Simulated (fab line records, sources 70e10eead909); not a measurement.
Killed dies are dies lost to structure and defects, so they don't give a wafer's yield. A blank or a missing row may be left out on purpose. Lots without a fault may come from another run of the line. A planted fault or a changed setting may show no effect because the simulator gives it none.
fab line records | flow nand_harc
record lots=13 wafers=39 last_day=34
route steps=1302 shown A_CHANNEL_HOLE_D1@470 A_CHANNEL_FILL_D1@495
lots that met no fault: from a run of the same line without faults
start_h: hours from the record's first day to the start of the lot's first wafer shown | wait_h: hours since the lot's step before | " the same as in the row above | L1.1+2: a row that stands for several wafers | - no value, or no start given | * or withheld: withheld | < > ~ a bound
route shown NAME@n: a module of which the file shows steps, and the number in the route of the first | usual: mean/standard deviation of fault-free wafers | same: alike in all rows | chamber/n: place in a boat | sites: the reading at each site | _std_site: their standard deviation | _edge_site: outer sites' mean less inner sites' | radius_mm: how far each site lies from the wafer's centre | mask NAME#n: copy n | behind: the tool/chamber that last shaped the wafer | hold: why the lot was held/for how many hours/how that ended | device: the transistor (n, p or np) that didn't switch | end of line: the same wafers' tests at the end of the route | a step without rows: its recipe alone | killed: dies lost to structure and defects at the first sort, not the wafer's yield | map: a wafer's dies, x killed, . not, _ none there
set.NAME: the setting as run; set.NAME@STEP: as run at that earlier step | model.NAME: the simulator's own value behind a step, which no gauge read
steps of the route over a sample of lots; a table a step, a row a wafer
services: from which hour (start_h, from the record's first day; less than 0 if before it) a tool's chamber was out of use, for how many hours, and why
## steps
# step NHARC_A_CHANNEL_HOLE_D1_CD_MEAS_18
# usual cd_nm=99.2/2.3
# columns lot.wafer tool chamber start_h wait_h cd_nm
L334.2 cd_sem-02 - 183.05 - 98.0
L334.5 " - " " 100.6
L334.6 " - " " 97.5
L336.1 cd_sem-02 - 203.67 - 101.2
L336.3 " - " " 96.9
L336.4 " - " " 99.5
L337.1 cd_sem-03 - 204.37 - 100.9
L337.4 " - " " 101.3
L337.5 " - " " 101.2
L339.2 cd_sem-01 - 236.32 - 102.9
L339.5 " - " " 102.9
L339.6 " - " " 101.1
L338.1 cd_sem-02 - 236.43 - 103.1
L338.2 " - " " 98.4
L338.5 " - " " 98.6
L347.1 cd_sem-01 - 317.82 - 99.6
L347.3 " - " " 98.5
L347.5 " - " " 101.8
L349.3 cd_sem-01 - 324.76 - 98.2
L349.5 " - " " 98.6
L349.6 " - " " 102.7
L350.1 cd_sem-02 - 354.39 - 100.0
L350.3 " - " " 97.4
L350.5 " - " " 98.0
L352.3 cd_sem-03 - 370.47 - 94.5
L352.4 " - " " 98.8
L352.6 " - " " 98.2
L354.1 cd_sem-01 - 390.34 - 99.8
L354.3 " - " " 93.2
L354.4 " - " " 99.1
L355.1 cd_sem-01 - 392.24 - 98.8
L355.4 " - " " 96.2
L355.5 " - " " 97.8
L356.2 cd_sem-03 - 404.60 - 92.8
L356.3 " - " " 96.3
L356.5 " - " " 92.0
L357.2 cd_sem-02 - 416.06 - 102.0
L357.4 " - " " 96.6
L357.5 " - " " 98.6
# step NHARC_A_CHANNEL_HOLE_D1_ETCH_23
# recipe bias_v=5000 source_w=withheld pressure_mtorr=20 time_s=819 ar_flow_sccm=375 c4f8_flow_sccm=89.3 o2_flow_sccm=35.7 temp_c=-20 target_depth_a=16000 chemistry=C4F8/O2/Ar
# usual drypump_motor_current_A=5.6/0.62 showerhead_plenum_p_Torr=3.58/0.1 temp_c=-20.01/0.11 throttle_valve_pct=32.154/0.0085
# columns lot.wafer tool chamber start_h wait_h drypump_motor_current_A rf_hours_counter_h showerhead_plenum_p_Torr temp_c throttle_valve_pct
L334.2 har_etch-02 0 184.56 0.5 6.6 299 3.65 -20.15 32.151
L334.6 " 0 " " 6.6 - 3.65 -19.99 32.158
L334.5 " 1 " " 5.9 - 3.47 -20.03 32.158
L336.1 har_etch-01 0 205.18 0.5 5.0 94 3.57 -19.97 32.157
L336.3 " 0 " " 5.0 - 3.57 -19.96 32.151
L336.4 " 1 " " 5.1 - 3.66 -20.05 32.169
L337.1 har_etch-02 1 205.89 0.5 5.9 310 3.46 -20.26 32.154
L337.4 " 1 " " 6.0 - 3.46 -20.21 32.157
L337.5 " 0 " " 6.5 - 3.65 -20.07 32.151
L339.2 har_etch-01 0 237.95 0.5 5.1 112 3.56 -19.99 32.150
L339.5 " 1 " " 5.1 - 3.65 -20.00 32.169
L339.6 " 0 " " 5.0 - 3.56 -19.98 32.145
L338.1 har_etch-02 0 238.09 0.5 6.6 329 3.64 -19.82 32.151
L338.2 " 1 " " 5.9 329 3.45 -19.96 32.168
L338.5 " 0 " " 6.6 - 3.64 -19.94 32.138
L347.1 har_etch-01 0 319.85 0.5 5.1 162 3.54 -20.24 32.160
L347.3 " 1 " " 5.1 - 3.63 -20.02 32.159
L347.5 " 1 " " 5.1 - 3.63 -19.85 32.150
L349.3 har_etch-02 1 326.61 0.5 5.9 - 3.43 -20.04 32.155
L349.5 " 0 " " 6.6 - 3.61 -19.80 32.166
L349.6 " 1 " " 6.0 - 3.43 -19.91 32.144
L350.1 har_etch-02 0 360.53 0.5 6.6 394 3.60 -19.99 32.155
L350.3 " 1 " " 5.9 - 3.42 -20.37 32.160
L350.5 " 0 " " 6.6 - 3.60 -19.94 32.163
L352.3 har_etch-01 0 372.22 0.5 5.1 - 3.52 -19.92 32.165
L352.4 " 1 " " 5.1 - 3.61 -19.87 32.159
L352.6 " 1 " " 5.1 - 3.61 -20.05 32.170
L354.1 har_etch-01 1 397.96 0.5 5.1 212 3.60 -20.15 32.153
L354.3 " 1 " " 5.1 - 3.60 -20.11 32.144
L354.4 " 0 " " 5.0 - 3.51 -19.99 32.162
L355.1 har_etch-02 0 399.84 0.5 6.6 5 3.93 -20.01 32.151
L355.4 " 1 " " 5.9 - 3.93 -19.95 32.153
L355.5 " 1 " " 5.9 - 3.93 -19.90 32.167
L356.2 har_etch-01 1 406.39 0.5 5.1 220 3.60 -19.98 32.153
L356.3 " 0 " " 5.0 - 3.51 -19.90 32.130
L356.5 " 0 " " 5.0 - 3.51 -20.16 32.149
L357.2 har_etch-01 0 417.56 0.5 5.1 224 3.50 -20.00 32.143
L357.4 " 1 " " 5.1 - 3.60 -20.05 32.154
L357.5 " 1 " " 5.1 - 3.59 -19.92 32.148
# step NHARC_A_CHANNEL_HOLE_D1_INSPECT_40
# usual raw_defect_count=75/27
# columns lot.wafer tool chamber start_h wait_h raw_defect_count
L334.2 defect_inspect-01 - 188.84 - 127
L334.5 " - " " 98
L334.6 " - " " 115
L336.1 defect_inspect-02 - 209.59 - 27
L336.3 " - " " 58
L336.4 " - " " 51
L337.1 defect_inspect-02 - 210.20 - 119
L337.4 " - " " 106
L337.5 " - " " 134
L339.2 defect_inspect-02 - 242.34 - 29
L339.5 " - " " 53
L339.6 " - " " 40
L338.1 defect_inspect-02 - 244.25 - 93
L338.2 " - " " 97
L338.5 " - " " 120
L347.1 defect_inspect-02 - 324.20 - 80
L347.3 " - " " 51
L347.5 " - " " 77
L349.3 defect_inspect-01 - 330.52 - 85
L349.5 " - " " 106
L349.6 " - " " 79
L350.1 defect_inspect-02 - 364.69 - 91
L350.3 " - " " 81
L350.5 " - " " 97
L352.3 defect_inspect-02 - 376.27 - 75
L352.4 " - " " 72
L352.6 " - " " 65
L354.1 defect_inspect-02 - 402.68 - 79
L354.3 " - " " 99
L354.4 " - " " 69
L355.1 defect_inspect-02 - 404.13 - 43
L355.4 " - " " 47
L355.5 " - " " 36
L356.2 defect_inspect-01 - 410.53 - 77
L356.3 " - " " 49
L356.5 " - " " 56
L357.2 defect_inspect-02 - 421.86 - 58
L357.4 " - " " 73
L357.5 " - " " 61
# step NHARC_A_CHANNEL_FILL_D1_ALD_15
# recipe target_thk_a=20 pulse_time_s=60 ald_cycles=19 temp_c=630 pressure_torr=2 material=SiNx
# usual ald_cycles=19/0 precursor_pulse_height_rel=0.997/0.021
# same pulse_time_s=60
# columns lot.wafer tool chamber start_h wait_h ald_cycles precursor_pulse_height_rel
L334.2 ald_sin_batch-01 0 199.58 - 19 1.018
L334.5 " 0 " " 19 1.014
L334.6 " 0 " " 19 0.992
L336.1 ald_sin_batch-02 0 219.93 - 19 0.995
L336.3 " 0 " " 19 1.006
L336.4 " 0 " " 19 1.019
L337.1 ald_sin_batch-02 0 219.93 - 19 1.000
L337.4 " 0 " " 19 0.977
L337.5 " 0 " " 19 1.000
L338.1 ald_sin_batch-02 0 252.65 - 21 1.004
L338.2 " 0 " " 21 0.978
L338.5 " 0 " " 21 0.994
L339.2 ald_sin_batch-02 0 252.65 - 21 0.976
L339.5 " 0 " " 21 0.983
L339.6 " 0 " " 21 0.994
L347.1 ald_sin_batch-02 0 336.26 - 19 0.989
L347.3 " 0 " " 19 0.987
L347.5 " 0 " " 19 0.977
L349.3 ald_sin_batch-01 0 340.86 - 19 1.028
L349.5 " 0 " " 19 0.985
L349.6 " 0 " " 19 0.988
L350.1 ald_sin_batch-03 0 375.06 - 19 0.994
L350.3 " 0 " " 19 0.999
L350.5 " 0 " " 19 1.028
L352.3 ald_sin_batch-01 0 385.26 - 19 1.022
L352.4 " 0 " " 19 0.994
L352.6 " 0 " " 19 0.978
L354.1 ald_sin_batch-02 0 412.98 - 19 0.928
L354.3 " 0 " " 19 1.006
L354.4 " 0 " " 19 1.019
L355.1 ald_sin_batch-02 0 412.98 - 19 1.008
L355.4 " 0 " " 19 1.015
L355.5 " 0 " " 19 1.062
L356.2 ald_sin_batch-02 0 420.82 - 19 0.957
L356.3 " 0 " " 19 0.999
L356.5 " 0 " " 19 1.002
L357.2 ald_sin_batch-01 0 432.22 - 19 0.990
L357.4 " 0 " " 19 1.043
L357.5 " 0 " " 19 1.016
## services
# columns tool chamber start_h hours kind
har_etch-01 - 262.34 0.3 repair
ald_sin_batch-02 - 266.00 26.0 pm
har_etch-02 - 302.92 3.0 repair
har_etch-02 - 377.23 17.0 pm
har_etch-02 0 377.23 17.0 vent_cycle
har_etch-02 1 377.23 17.0 vent_cycle
har_etch-02 0 394.23 - clean
har_etch-02 0 394.23 - consumable_replace:focus_ring
har_etch-02 0 394.23 - consumable_replace:showerhead
har_etch-02 1 394.23 - clean
har_etch-02 1 394.23 - consumable_replace:focus_ring
har_etch-02 1 394.23 - consumable_replace:showerhead
## key
first_sign step=NHARC_A_CHANNEL_FILL_D1_ALD_15 reading=ald_cycles direction=up sigmas=99+ usual=19 struck=21
effect none on later readings
met_at NHARC_A_CHANNEL_FILL_D1_ALD_15
struck_lots L338,L339
tester_left_out L338,L339
not_acting_at NHARC_A_CHANNEL_HOLE_D1_CD_MEAS_18,NHARC_A_CHANNEL_HOLE_D1_ETCH_23,NHARC_A_CHANNEL_HOLE_D1_INSPECT_40
onset_between 219.93 252.65
fault kind=process_parameter_drift tool=ald_sin_batch-02 chamber=- onset_h=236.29 steps=NHARC_A_CHANNEL_FILL_D1_ALD_15 channel=ald_cycles offset=2 shape=step end_h=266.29 acts_in=these_recipes_only stated=19
# tester_left_out: of these lots the tester's yield and bins aren't shown, on N5 and GAA mostly nor the transistor test; their killed dies are dies lost to structure and defects alone, not to doping, threshold or leakage, so they don't give the yield
